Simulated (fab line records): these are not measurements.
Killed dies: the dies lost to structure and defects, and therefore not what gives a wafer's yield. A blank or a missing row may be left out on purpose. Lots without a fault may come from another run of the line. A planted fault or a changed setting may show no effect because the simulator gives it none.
A single fault, viewed from 2 desks / flow nand_harc / each desk holds nothing but its own numbers, with what lay behind them at the end

THE TOOL OWNER'S DESK: pecvd-03
The tool's own readings at NHARC_A_M1_DEP_33 (deposits SiCN, target thk 30 nm): means of the sampled wafers that have a number, for each lot that ran on this tool. A lot is out of limits, marked OUT, if its mean lies more than 4 standard deviations from the usual mean; the brackets give that distance.
Columns: A = heater_power_w at NHARC_A_M1_DEP_33, usual 549 W; B = rf_fwd_power_W at NHARC_A_M1_DEP_33, usual 449.1 W; C = showerhead_vpp_V at NHARC_A_M1_DEP_33, usual 1331 V
lot=L582; first seen here=day 25 02:57; A=577; B=449.2; C=1320
lot=L594; first seen here=day 29 12:52; A=613; B=448.4; C=1222
lot=L595; first seen here=day 31 02:35; A=557; B=472.6 (+17) OUT; C=1321
lot=L596; first seen here=day 31 03:49; A=588; B=472.3 (+17) OUT; C=1319
Finding of this desk: L595, L596 out of limits; the first was L595 at day 31 02:35, on rf_fwd_power_W at NHARC_A_M1_DEP_33. L582, L594: within limits.

THE DEFECT DESK
Counts from the inspections along the route, per lot, as means over the sampled wafers that have a number. A lot is out of limits, marked OUT, if its mean lies more than 4 standard deviations from the usual mean; the brackets give that distance.
Columns: A = raw_defect_count at NHARC_A_M1_INSPECT_27, usual 543
lot=L578; first seen here=day 23 09:51; A=406
lot=L579; first seen here=day 23 12:44; A=455
lot=L580; first seen here=day 23 17:32; A=587
lot=L582; first seen here=day 25 02:48; A=438
lot=L584; first seen here=day 25 13:51; A=541
lot=L585; first seen here=day 26 16:28; A=506
lot=L586; first seen here=day 26 17:54; A=533
lot=L594; first seen here=day 29 12:43; A=499
lot=L597; first seen here=day 31 00:30; A=541
lot=L595; first seen here=day 31 02:19; A=730
lot=L596; first seen here=day 31 03:32; A=536
lot=L599; first seen here=day 31 10:53; A=544
lot=L598; first seen here=day 31 16:49; A=400
Result from this desk: across the 13 lots, nothing is out of limits.

PUT TOGETHER
The tool owner's desk had the chance to raise an alarm at day 31 02:35 on L595, L596.
Nothing out of limits was seen by the defect desk.
The defect desk has L595, L596 on record, within its limits.
NHARC_A_M1_DEP_33 was run on pecvd-03 by each of the lots named.

WHAT THE SIMULATOR HAD INSERTED
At NHARC_A_M1_DEP_33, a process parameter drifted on pecvd-03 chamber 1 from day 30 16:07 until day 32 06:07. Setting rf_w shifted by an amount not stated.
Shown lots that were struck: L595, L596.
How many hours passed from the start of the fault until each desk's first out-of-limits reading: the tool owner's desk, 10.
